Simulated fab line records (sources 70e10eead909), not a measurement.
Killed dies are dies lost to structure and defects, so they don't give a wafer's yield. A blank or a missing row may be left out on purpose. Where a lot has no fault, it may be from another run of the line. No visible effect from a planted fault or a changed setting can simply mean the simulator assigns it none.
Matching of chambers | flow nand harc | NHARC_A_STAIRCASE_DEP_301 on pecvd-01: 3 sister chambers
The step deposits SiON, target thk 30 nm. 3 wafers are shown with their chamber, then 9 later ones without.

WAFERS, EACH WITH ITS CHAMBER
wafer  | chamber | heater power w (W)
L091.1 | 0       | 688
L091.3 | 2       | 733
L091.6 | 1       | 697

WAFERS MISSING THEIR CHAMBER
wafer  | heater power w (W)
L092.3 | 767
L092.4 | 637
L092.6 | 763
L094.1 | 646
L094.3 | 785
L094.4 | 732
L095.1 | 812
L095.4 | 796
L095.5 | 807

EACH ONE'S CHAMBER
wafer  | from the rows above          | in truth
L092.3 | can't be placed: 2 or 1 or 0 | 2
L092.4 | can't be placed: 0 or 1 or 2 | 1
L092.6 | can't be placed: 2 or 1 or 0 | 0
L094.1 | can't be placed: 0 or 1 or 2 | 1
L094.3 | can't be placed: 2 or 1 or 0 | 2
L094.4 | can't be placed: 2 or 1 or 0 | 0
L095.1 | can't be placed: 2 or 1 or 0 | 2
L095.4 | can't be placed: 2 or 1 or 0 | 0
L095.5 | can't be placed: 2 or 1 or 0 | 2
Correctly placed: 0 of 9. Unplaceable from these rows: 9, with the true chamber sitting among the candidates in 9. Placed wrongly: 0.
How it was worked out, from the rows above alone: a wafer's distance from a chamber is the root of the sum, over the readings, of the square of ((its reading less the chamber's mean) divided by the reading's scatter). The wafer belongs to the nearest chamber; if the next one is less than 2 further off, it can't be placed. The mean given for a chamber averages the wafers shown for that chamber. The scatter: with one shown wafer a chamber, the root of the mean of the squares of how far each hidden wafer lies from its nearest shown one.
